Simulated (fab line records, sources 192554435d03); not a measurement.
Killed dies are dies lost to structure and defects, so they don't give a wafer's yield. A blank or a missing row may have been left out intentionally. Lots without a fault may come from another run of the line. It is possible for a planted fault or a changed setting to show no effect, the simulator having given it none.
A struck lot beside a sound one | flow n5 finfet | 16 steps out of a route of 1938
Sound: the wafers L837.2, L837.4, L837.5. Wafers struck: L834.4, L834.6. The cause is named last.
Each step with rows lists, per side, the tool, then ch with its chambers, then its first start. Under that, the readings that differ: sound wafers | struck wafers | difference of the means | sigmas: that difference in standard deviations of wafers without a fault.
alike: words and numbers the same on both sides, and readings whose means are apart by under 2 such deviations; not compared: readings that were withheld, readings missing a value for some wafer, numbers with overlapping values and no deviation given by the record, and bounds like >300 which may hide the same value.
The two part at a step that has a row with sigmas, a row that says differs or no value, or rows on one side only. Numbers that have no deviation but don't overlap get no sigmas and don't part them. A reading missing from all wafers of one side parts the sides only when that side holds two or more wafers.

first, 1 step without rows for these wafers: N5_FIN_SAQP_MANDREL_ETCH_58 (etches a-Si in HBr/Cl2, stops on SiNx, target depth 45 nm, bt time 10 s, time 27 s).
N5_FIN_SAQP_RECESS_63: chemistry HF/NH3, target SiO2, target depth 18 nm, afs cycles 3, sublimation time 60 s.
  sound on vapor etch-02 ch 0,1, day 6 02:26; struck on vapor etch-01 ch 1, day 5 08:19
  alike: drypump motor current A, sublimation temp c
then, 1 step without rows for these wafers: N5_FIN_SAQP_COAT_68 (time 60 s, resist thk 100 nm).
N5_FIN_SAQP_ETCH_69: etches SOC in N2/H2, stops on SiNx, target depth 150 nm.
  sound on rie diel-05 ch 0,2,3, day 6 02:53; struck on rie diel-05 ch 2,3, day 5 08:38
  alike: bias w, drypump motor current A, oes product au, rf fwd power W, rf vpp V, showerhead plenum p Torr, throttle valve pct
  not compared: rf hours counter h
then, 4 steps without rows for these wafers: N5_FIN_SAQP_ETCH_67 (etches SiNx in CH3F/O2, target depth 30 nm); N5_FIN_SAQP_STRIP_70 (strips in N2/H2); N5_FIN_SAQP_RECESS_71 (chemistry HF/NH3, target SiO2, target depth 3 nm, afs cycles 1, sublimation time 60 s); N5_FIN_SAQP_SPACER2_ALD_28 (deposits SiO2, target thk 8.1 nm, pulse time 1 s, purge time 2 s).
N5_FIN_SAQP_SPACER2_ETCHBACK_29: etches SiO2 in CHF3/O2, target depth 12.2 nm, time 6.1 s.
  sound on rie diel-05 ch 0,2, day 6 03:42; struck on rie diel-05 ch 1,2, day 5 09:34
  reading                     | sound       | struck  | difference | sigmas
  drypump motor current A (A) | 5.9 6.4 6.4 | 5.9 4.7 | -0.9       | -2
  alike: bias w, oes product au, rf fwd power W, rf vpp V, showerhead plenum p Torr, throttle valve pct
  not compared: rf hours counter h
then, 1 step without rows for these wafers: N5_FIN_SAQP_MANDREL2_REMOVE_60 (chemistry HBr/Cl2/O2, target a-Si, stops on SiNx, bt time 10 s).
N5_FIN_SAQP_CD_MEAS_31: target cd 8 nm.
  sound on cd sem-02 ch 0, day 6 03:54; struck on cd sem-02 ch 0, day 5 09:47
  alike: cd nm
N5_FIN_SAQP_HM_OPEN_33: chemistry CH3F/O2, target SiNx, target depth 49.4 nm, time 70.6 s.
  sound on rie diel-05 ch 1,3, day 6 04:01; struck on rie diel-01 ch 1,2, day 5 09:49
  alike: bias w, drypump motor current A, etch rf on time s, oes product au, rf fwd power W, rf vpp V, showerhead plenum p Torr, throttle valve pct
  not compared: rf hours counter h
N5_FIN_SAQP_ETCH_34: etches SiO2 in C4F6/O2, target depth 45 nm, time 15 s.
  sound on rie diel-05 ch 1,3, day 6 04:05; struck on rie diel-01 ch 1,2, day 5 09:53
  reading               | sound             | struck      | difference | sigmas
  bias w (W)            | 185.3 184.9 185.5 | 183.9 184.6 | -1.0       | -2
  etch rf on time s (s) | 15.8 15.5 15.6    | 17.4 16.8   | +1.5       | +5
  alike: drypump motor current A, oes product au, rf fwd power W, rf vpp V, showerhead plenum p Torr, throttle valve pct
  not compared: rf hours counter h
N5_FIN_SAQP_STRIP_77: strips in N2/H2, time 90 s.
  sound on rie diel-05 ch 1,3, day 6 04:07; struck on rie diel-01 ch 1,2, day 5 09:55
  alike: drypump motor current A, oes product au, rf vpp V, showerhead plenum p Torr, throttle valve pct
  not compared: rf hours counter h
-- record jumps: 6 days separate the struck wafers' starts on either side; left off in module FIN_SAQP, taken up again in module BEOL_M4, whose first shown step is the route's number 1111 --
N5_BEOL_M4_RC_MEAS_101:
  sound on prober-02 ch 0, day 12 07:10; struck on prober-01 ch 0, day 11 18:52
  reading       | sound       | struck  | difference | sigmas
  ION_N (uA/um) | 701 678 692 | 651 663 | -33        | -2
  alike: DIBL_N, DIBL_P, IOFF_N, IOFF_P, ION_P, SS_N, SS_P, VT_N, VT_P
-- here the record skips 4 days between the struck wafers' starts before and after, leaving off in module BEOL_M4 and picking up in module PASSIVATION (first step shown: number 1936 of the route) --
N5_PASSIVATION_PROBE_49:
  struck on prober-01, day 15 15:56; sound on prober-02, day 16 17:33
  alike: defect limited yield, killed_at_M0_to_M3, killed_at_M4_up, killed at contacts, killed at front end, killed at other, killed dies, killed on rim, killed open, killed short, sort_bin_4_leakage, sort_bin_5_function, sort_bin_6_memory, sort_bin_8_speed, sort n pass, sort yield pct

## WHERE THEY PART
At N5_FIN_SAQP_SPACER2_ETCHBACK_29 first; at N5_BEOL_M4_RC_MEAS_101 last (within this record only). Later steps at which nothing parts them and some readings are alike: N5_PASSIVATION_PROBE_49.

WHY: the cause the simulator had injected
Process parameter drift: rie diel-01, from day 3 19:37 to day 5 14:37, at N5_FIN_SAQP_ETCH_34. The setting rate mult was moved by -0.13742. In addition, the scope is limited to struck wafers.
